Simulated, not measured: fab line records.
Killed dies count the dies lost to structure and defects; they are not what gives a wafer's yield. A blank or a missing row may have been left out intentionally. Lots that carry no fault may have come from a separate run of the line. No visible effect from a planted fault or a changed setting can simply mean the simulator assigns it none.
Which tool is to blame? :: flow nand_harc :: Sampling: 15 lots, 45 wafers, 4 of 1159 route steps

== WHAT THE GAUGES READ, wafer by wafer ==
The record holds no reading of a measuring or inspecting step that can be judged against a usual standard deviation.

== EACH LOT AND THE TOOL THAT RAN IT (in order: tool; ch and the chambers of the sampled wafers; start) ==
lot: L115
NHARC_A_M0_PVD_21: pvd_sputter-03, day 17 18:58 or earlier
NHARC_A_M0_DEP_32: pecvd-03 ch 0,1,2, day 17 18:58
NHARC_A_M1_DESCUM_14: rie_diel-04 ch 0,2, day 17 20:55
NHARC_THIN_TSV_EXPOSE_30: krf_scanner-01 ch 0, day 19 21:43

lot: L114
NHARC_A_M0_PVD_21: pvd_sputter-02, day 17 20:34 or earlier
NHARC_A_M0_DEP_32: pecvd-01 ch 0,1,2, day 17 20:34
NHARC_A_M1_DESCUM_14: rie_diel-04 ch 1,2, day 17 21:59
NHARC_THIN_TSV_EXPOSE_30: krf_scanner-01 ch 0, day 20 00:08

lot: L117
NHARC_A_M0_PVD_21: pvd_sputter-03, day 18 01:18 or earlier
NHARC_A_M0_DEP_32: pecvd-02 ch 0,1, day 18 01:18
NHARC_A_M1_DESCUM_14: rie_diel-12 ch 0,1,2, day 18 02:41
NHARC_THIN_TSV_EXPOSE_30: krf_scanner-03 ch 0, day 20 05:07

lot: L119
NHARC_A_M0_PVD_21: pvd_sputter-03, day 18 18:28 or earlier
NHARC_A_M0_DEP_32: pecvd-03 ch 0,2, day 18 18:28
NHARC_A_M1_DESCUM_14: rie_diel-04 ch 1,2, day 18 19:49
NHARC_THIN_TSV_EXPOSE_30: krf_scanner-01 ch 0, day 20 06:13

lot: L123
NHARC_A_M0_PVD_21: pvd_sputter-02, day 19 12:16 or earlier
NHARC_A_M0_DEP_32: pecvd-01 ch 1,2, day 19 12:16
NHARC_A_M1_DESCUM_14: rie_diel-04 ch 0,2, day 19 13:35
NHARC_THIN_TSV_EXPOSE_30: krf_scanner-03 ch 0, day 20 18:59

lot: L127
NHARC_A_M0_PVD_21: pvd_sputter-02, day 20 15:33 or earlier
NHARC_A_M0_DEP_32: pecvd-03 ch 0,1,2, day 20 15:33
NHARC_A_M1_DESCUM_14: rie_diel-08 ch 1,2,3, day 20 16:52
NHARC_THIN_TSV_EXPOSE_30: krf_scanner-03, day 21 20:53

lot: L126
NHARC_A_M0_PVD_21: pvd_sputter-01, day 20 18:13 or earlier
NHARC_A_M0_DEP_32: pecvd-01 ch 0,1, day 20 18:13
NHARC_A_M1_DESCUM_14: rie_diel-04 ch 0,1, day 20 19:34
NHARC_THIN_TSV_EXPOSE_30: krf_scanner-01, day 21 21:44

lot: L128
NHARC_A_M0_PVD_21: pvd_sputter-03, day 21 05:29 or earlier
NHARC_A_M0_DEP_32: pecvd-02 ch 1,2, day 21 05:29
NHARC_A_M1_DESCUM_14: rie_diel-04 ch 0,1,3, day 21 06:45
NHARC_THIN_TSV_EXPOSE_30: krf_scanner-04, day 22 08:25

lot: L131
NHARC_A_M0_PVD_21: pvd_sputter-01, day 21 16:40 or earlier
NHARC_A_M0_DEP_32: pecvd-02 ch 1,2, day 21 16:40
NHARC_A_M1_DESCUM_14: rie_diel-12 ch 1,3, day 21 17:59
NHARC_THIN_TSV_EXPOSE_30: krf_scanner-04 ch 0, day 22 19:09

lot: L132
NHARC_A_M0_PVD_21: pvd_sputter-02, day 22 00:23 or earlier
NHARC_A_M0_DEP_32: pecvd-03 ch 0,1,2, day 22 00:23
NHARC_A_M1_DESCUM_14: rie_diel-12 ch 1,2,3, day 22 01:40
NHARC_THIN_TSV_EXPOSE_30: krf_scanner-01 ch 0, day 23 05:40

lot: L133
NHARC_A_M0_PVD_21: pvd_sputter-03, day 22 03:58 or earlier
NHARC_A_M0_DEP_32: pecvd-03 ch 0,1,2, day 22 03:58
NHARC_A_M1_DESCUM_14: rie_diel-08 ch 0,1,3, day 22 05:25
NHARC_THIN_TSV_EXPOSE_30: krf_scanner-04 ch 0, day 23 04:26

lot: L134
NHARC_A_M0_PVD_21: pvd_sputter-02, day 22 04:16 or earlier
NHARC_A_M0_DEP_32: pecvd-02 ch 0,1,2, day 22 04:16
NHARC_A_M1_DESCUM_14: rie_diel-04 ch 0,1,3, day 22 05:43
NHARC_THIN_TSV_EXPOSE_30: krf_scanner-03 ch 0, day 23 10:20

lot: L137
NHARC_A_M0_PVD_21: pvd_sputter-03, day 22 14:08 or earlier
NHARC_A_M0_DEP_32: pecvd-01 ch 0,2, day 22 14:08
NHARC_A_M1_DESCUM_14: rie_diel-12 ch 1,2,3, day 22 15:41
NHARC_THIN_TSV_EXPOSE_30: krf_scanner-04 ch 0, day 23 19:10

lot: L136
NHARC_A_M0_PVD_21: pvd_sputter-01, day 23 01:35 or earlier
NHARC_A_M0_DEP_32: pecvd-03 ch 0,1,2, day 23 01:35
NHARC_A_M1_DESCUM_14: rie_diel-04 ch 2,3, day 23 02:49
NHARC_THIN_TSV_EXPOSE_30: krf_scanner-03 ch 0, day 24 06:58

lot: L135
NHARC_A_M0_PVD_21: pvd_sputter-02, day 23 12:44 or earlier
NHARC_A_M0_DEP_32: pecvd-01 ch 0,1,2, day 23 12:44
NHARC_A_M1_DESCUM_14: rie_diel-08 ch 1,3, day 23 14:03
NHARC_THIN_TSV_EXPOSE_30: krf_scanner-01 ch 0, day 24 17:10
- NHARC_A_M0_PVD_21: deposits Cu, target thk 30 nm, time 20.49 s.
- NHARC_A_M0_DEP_32: deposits SiCN, target thk 30 nm.
- NHARC_A_M1_DESCUM_14: chemistry O2, time 3 s.
- NHARC_THIN_TSV_EXPOSE_30: exposes mask PAD.

== WHAT THE TOOLS THEMSELVES READ (means of the sampled wafers that have a number; where no wafer has one, the mark that the record gives instead) ==
NHARC_A_M0_PVD_21.
lot: L115
tool: pvd_sputter-03
cathode_dc_power_W (W): 5000.7
substrate_temp_c (C): 30.08
throttle_valve_pct (%): 29.4

lot: L114
tool: pvd_sputter-02
cathode_dc_power_W (W): 5000.3
substrate_temp_c (C): 29.93
throttle_valve_pct (%): 30.3

lot: L117
tool: pvd_sputter-03
cathode_dc_power_W (W): 4999.8
substrate_temp_c (C): 29.93
throttle_valve_pct (%): 29.7

lot: L119
tool: pvd_sputter-03
cathode_dc_power_W (W): 5000.5
substrate_temp_c (C): 29.93
throttle_valve_pct (%): 29.9

lot: L123
tool: pvd_sputter-02
cathode_dc_power_W (W): 4998.9
substrate_temp_c (C): 29.98
throttle_valve_pct (%): 30.4

lot: L127
tool: pvd_sputter-02
cathode_dc_power_W (W): 5000.1
substrate_temp_c (C): 30.05
throttle_valve_pct (%): 30.4

lot: L126
tool: pvd_sputter-01
cathode_dc_power_W (W): 5000.9
substrate_temp_c (C): 30.00
throttle_valve_pct (%): 30.1

lot: L128
tool: pvd_sputter-03
cathode_dc_power_W (W): 4999.1
substrate_temp_c (C): 30.03
throttle_valve_pct (%): 29.2

lot: L131
tool: pvd_sputter-01
cathode_dc_power_W (W): 4999.8
substrate_temp_c (C): 30.00
throttle_valve_pct (%): 30.4

lot: L132
tool: pvd_sputter-02
cathode_dc_power_W (W): 4999.1
substrate_temp_c (C): 29.93
throttle_valve_pct (%): 30.6

lot: L133
tool: pvd_sputter-03
cathode_dc_power_W (W): 5000.0
substrate_temp_c (C): 29.97
throttle_valve_pct (%): 29.3

lot: L134
tool: pvd_sputter-02
cathode_dc_power_W (W): 4999.5
substrate_temp_c (C): 30.06
throttle_valve_pct (%): 29.5

lot: L137
tool: pvd_sputter-03
cathode_dc_power_W (W): 5000.2
substrate_temp_c (C): 30.03
throttle_valve_pct (%): 29.5

lot: L136
tool: pvd_sputter-01
cathode_dc_power_W (W): 5000.5
substrate_temp_c (C): 30.00
throttle_valve_pct (%): 30.1

lot: L135
tool: pvd_sputter-02
cathode_dc_power_W (W): 4999.5
substrate_temp_c (C): 30.02
throttle_valve_pct (%): 29.1

NHARC_A_M0_DEP_32.
lot: L115
tool: pecvd-03
heater_power_w (W): 541

lot: L114
tool: pecvd-01
heater_power_w (W): 590

lot: L117
tool: pecvd-02
heater_power_w (W): 470

lot: L119
tool: pecvd-03
heater_power_w (W): 490

lot: L123
tool: pecvd-01
heater_power_w (W): 647

lot: L127
tool: pecvd-03
heater_power_w (W): 562

lot: L126
tool: pecvd-01
heater_power_w (W): 554

lot: L128
tool: pecvd-02
heater_power_w (W): 532

lot: L131
tool: pecvd-02
heater_power_w (W): 502

lot: L132
tool: pecvd-03
heater_power_w (W): 604

lot: L133
tool: pecvd-03
heater_power_w (W): 633

lot: L134
tool: pecvd-02
heater_power_w (W): 534

lot: L137
tool: pecvd-01
heater_power_w (W): 544

lot: L136
tool: pecvd-03
heater_power_w (W): 579

lot: L135
tool: pecvd-01
heater_power_w (W): 565

NHARC_A_M1_DESCUM_14.
lot: L115
tool: rie_diel-04
drypump_motor_current_A (A): 5.0
oes_product_au (a.u.): 1.006
rf_vpp_V (V): 58.1
showerhead_plenum_p_Torr (Torr): 1.87
throttle_valve_pct (%): 11.306

lot: L114
tool: rie_diel-04
drypump_motor_current_A (A): 5.5
oes_product_au (a.u.): 0.999
rf_vpp_V (V): 57.8
showerhead_plenum_p_Torr (Torr): 1.84
throttle_valve_pct (%): 11.312

lot: L117
tool: rie_diel-12
drypump_motor_current_A (A): 5.9
oes_product_au (a.u.): 1.009
rf_vpp_V (V): 57.3
showerhead_plenum_p_Torr (Torr): 1.94
throttle_valve_pct (%): 11.308

lot: L119
tool: rie_diel-04
drypump_motor_current_A (A): 5.4
oes_product_au (a.u.): 0.999
rf_vpp_V (V): 56.8
showerhead_plenum_p_Torr (Torr): 1.83
throttle_valve_pct (%): 11.311

lot: L123
tool: rie_diel-04
drypump_motor_current_A (A): 5.0
oes_product_au (a.u.): 0.998
rf_vpp_V (V): 57.5
showerhead_plenum_p_Torr (Torr): 1.87
throttle_valve_pct (%): 11.317

lot: L127
tool: rie_diel-08
drypump_motor_current_A (A): 5.5
oes_product_au (a.u.): 1.007
rf_vpp_V (V): 58.1
showerhead_plenum_p_Torr (Torr): 1.95
throttle_valve_pct (%): 11.313

lot: L126
tool: rie_diel-04
drypump_motor_current_A (A): 5.5
oes_product_au (a.u.): 0.993
rf_vpp_V (V): 57.3
showerhead_plenum_p_Torr (Torr): 1.90
throttle_valve_pct (%): 11.311

lot: L128
tool: rie_diel-04
drypump_motor_current_A (A): 5.9
oes_product_au (a.u.): 1.008
rf_vpp_V (V): 57.6
showerhead_plenum_p_Torr (Torr): 1.85
throttle_valve_pct (%): 11.319

lot: L131
tool: rie_diel-12
drypump_motor_current_A (A): 5.7
oes_product_au (a.u.): 1.003
rf_vpp_V (V): 57.9
showerhead_plenum_p_Torr (Torr): 1.85
throttle_valve_pct (%): 11.313

lot: L132
tool: rie_diel-12
drypump_motor_current_A (A): 5.8
oes_product_au (a.u.): 1.000
rf_vpp_V (V): 57.8
showerhead_plenum_p_Torr (Torr): 1.93
throttle_valve_pct (%): 11.310

lot: L133
tool: rie_diel-08
drypump_motor_current_A (A): 5.5
oes_product_au (a.u.): 0.995
rf_vpp_V (V): 59.0
showerhead_plenum_p_Torr (Torr): 1.98
throttle_valve_pct (%): 11.304

lot: L134
tool: rie_diel-04
drypump_motor_current_A (A): 5.9
oes_product_au (a.u.): 1.005
rf_vpp_V (V): 57.7
showerhead_plenum_p_Torr (Torr): 1.85
throttle_valve_pct (%): 11.300

lot: L137
tool: rie_diel-12
drypump_motor_current_A (A): 5.8
oes_product_au (a.u.): 1.007
rf_vpp_V (V): 58.2
showerhead_plenum_p_Torr (Torr): 1.93
throttle_valve_pct (%): 11.317

lot: L136
tool: rie_diel-04
drypump_motor_current_A (A): 5.8
oes_product_au (a.u.): 1.009
rf_vpp_V (V): 57.5
showerhead_plenum_p_Torr (Torr): 1.81
throttle_valve_pct (%): 11.312

lot: L135
tool: rie_diel-08
drypump_motor_current_A (A): 5.4
oes_product_au (a.u.): 1.004
rf_vpp_V (V): 57.7
showerhead_plenum_p_Torr (Torr): 1.96
throttle_valve_pct (%): 11.318

NHARC_THIN_TSV_EXPOSE_30.
lot: L115
tool: krf_scanner-01
exposure_dose_mJ_cm2: 11.466
focus_offset_nm (nm): 0.4

lot: L114
tool: krf_scanner-01
exposure_dose_mJ_cm2: 11.482
focus_offset_nm (nm): -0.5

lot: L117
tool: krf_scanner-03
exposure_dose_mJ_cm2: 11.485
focus_offset_nm (nm): 0.3

lot: L119
tool: krf_scanner-01
exposure_dose_mJ_cm2: 11.488
focus_offset_nm (nm): 0.3

lot: L123
tool: krf_scanner-03
exposure_dose_mJ_cm2: 11.484
focus_offset_nm (nm): -0.6

lot: L127
tool: krf_scanner-03
exposure_dose_mJ_cm2: -
focus_offset_nm (nm): -

lot: L126
tool: krf_scanner-01
exposure_dose_mJ_cm2: -
focus_offset_nm (nm): -

lot: L128
tool: krf_scanner-04
exposure_dose_mJ_cm2: -
focus_offset_nm (nm): -

lot: L131
tool: krf_scanner-04
exposure_dose_mJ_cm2: 11.464
focus_offset_nm (nm): -0.4

lot: L132
tool: krf_scanner-01
exposure_dose_mJ_cm2: 11.472
focus_offset_nm (nm): 0.4

lot: L133
tool: krf_scanner-04
exposure_dose_mJ_cm2: 11.462
focus_offset_nm (nm): 0.6

lot: L134
tool: krf_scanner-03
exposure_dose_mJ_cm2: 11.477
focus_offset_nm (nm): 0.2

lot: L137
tool: krf_scanner-04
exposure_dose_mJ_cm2: 11.475
focus_offset_nm (nm): -0.1

lot: L136
tool: krf_scanner-03
exposure_dose_mJ_cm2: 11.457
focus_offset_nm (nm): -0.3

lot: L135
tool: krf_scanner-01
exposure_dose_mJ_cm2: 11.462
focus_offset_nm (nm): 0.2

== THE ANSWER, worked out from the rows above alone ==
Rule: the usual values come from the lots themselves. Put in order of their means at a reading, lots are off if they are a third of the lots or fewer, leave a main group of 4 or more, and stand apart from it by a gap of 3 or more times the standard deviation of the main group's means; of several such gaps the widest counts. Not used: any main group whose means are identical at the precision the tables above print for the reading. Also off: a lot with no number at a reading for which 4 or more lots have one. The other lots that the step has rows for count as sound. Order of review: gauges by route order, followed by the tools' own readings, for which a lot's mean as printed above is used. The first step at which some lot is off is used, and at that step the reading that is off furthest; a lot without a number counts as furthest.
Off: L127, L126, L128, at NHARC_THIN_TSV_EXPOSE_30 (exposure_dose_mJ_cm2). Without a number there: L127, L126, L128. Main group: mean 11.473, sd 0.01.
A tool fits if, at that step or a process step before it, it ran every lot that is off, and no sound lot after the first of them. Because NHARC_A_M0_PVD_21 lacks a start for some lots, the hours and order of its lots are taken from NHARC_A_M0_DEP_32. Of those tried, none fits.

== WHAT HAD BEEN PUT IN BY THE SIMULATOR ==
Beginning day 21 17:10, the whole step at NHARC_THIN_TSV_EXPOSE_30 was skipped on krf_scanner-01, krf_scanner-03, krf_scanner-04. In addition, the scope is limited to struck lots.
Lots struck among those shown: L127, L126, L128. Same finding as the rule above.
